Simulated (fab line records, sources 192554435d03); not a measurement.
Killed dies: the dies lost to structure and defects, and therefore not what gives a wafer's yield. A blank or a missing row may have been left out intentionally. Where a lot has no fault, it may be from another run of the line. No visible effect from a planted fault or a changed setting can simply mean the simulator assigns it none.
Matching of chambers ; flow n5 finfet ; 4 sister chambers for N5_SD_EPI_P_ETCH_47 on rie diel-01
The step etches SiOCN in CH3F/O2, target depth 25 nm. 16 wafers are shown with their chamber, then 8 later ones without.

== WAFERS PAIRED WITH THEIR CHAMBERS ==
wafer;chamber;showerhead plenum p Torr (Torr);drypump motor current A (A);oes product au (a.u.)
L076.1;0;2.10;5.1;0.78
L076.3;3;1.97;6.4;0.68
L076.5;1;1.97;5.6;0.69
L077.1;1;1.97;5.7;0.69
L077.3;0;2.09;5.2;0.78
L077.6;0;2.10;5.1;0.78
L079.1;1;1.97;5.6;0.68
L079.3;0;2.09;5.1;0.76
L079.6;2;2.03;5.4;0.92
L082.1;1;1.97;5.6;0.67
L082.2;0;2.09;5.1;0.76
L082.3;3;1.97;6.4;0.68
L084.2;3;1.97;6.3;0.69
L084.3;2;2.03;5.4;0.91
L084.5;1;1.97;5.6;0.68
L087.1;2;2.02;5.4;0.89

SIGNATURES, as means of the wafers listed above
reading;chamber 0;chamber 1;chamber 2;chamber 3;scatter within a chamber
showerhead plenum p Torr;2.0940;1.9700;2.0267;1.9700;0.00394
drypump motor current A;5.120;5.620;5.400;6.367;0.0435
oes product au;0.7720;0.6820;0.9067;0.6833;0.0104
Rule: for each reading, subtract the chamber's mean from the wafer's reading, divide by that reading's scatter and square the result; add these up over the readings and take the root, which gives the wafer's distance from the chamber. If the next closest chamber is less than 2 further off than the closest, the wafer can't be placed; otherwise it belongs to the closest. How the scatter is found: for the shown wafers, subtract from each reading the mean of its chamber, square and add these, divide the total by (wafers less chambers), then take the root.

== WAFERS WITH NO CHAMBER GIVEN ==
wafer;showerhead plenum p Torr (Torr);drypump motor current A (A);oes product au (a.u.)
L087.3;1.97;5.6;0.67
L087.6;2.02;5.4;0.89
L088.1;2.02;5.4;0.89
L088.3;1.97;5.6;0.67
L088.5;2.02;5.4;0.89
L091.2;2.09;5.1;0.74
L091.3;2.02;5.4;0.87
L091.4;1.96;5.6;0.67

== WHICH CHAMBER EACH WENT THROUGH ==
wafer;from the rows above;in truth
L087.3;1;1
L087.6;2;2
L088.1;2;2
L088.3;1;1
L088.5;2;2
L091.2;0;0
L091.3;2;2
L091.4;1;1
Correct placement for 8 of the 8. From these rows, 0 cannot be placed. Placed wrongly: 0.
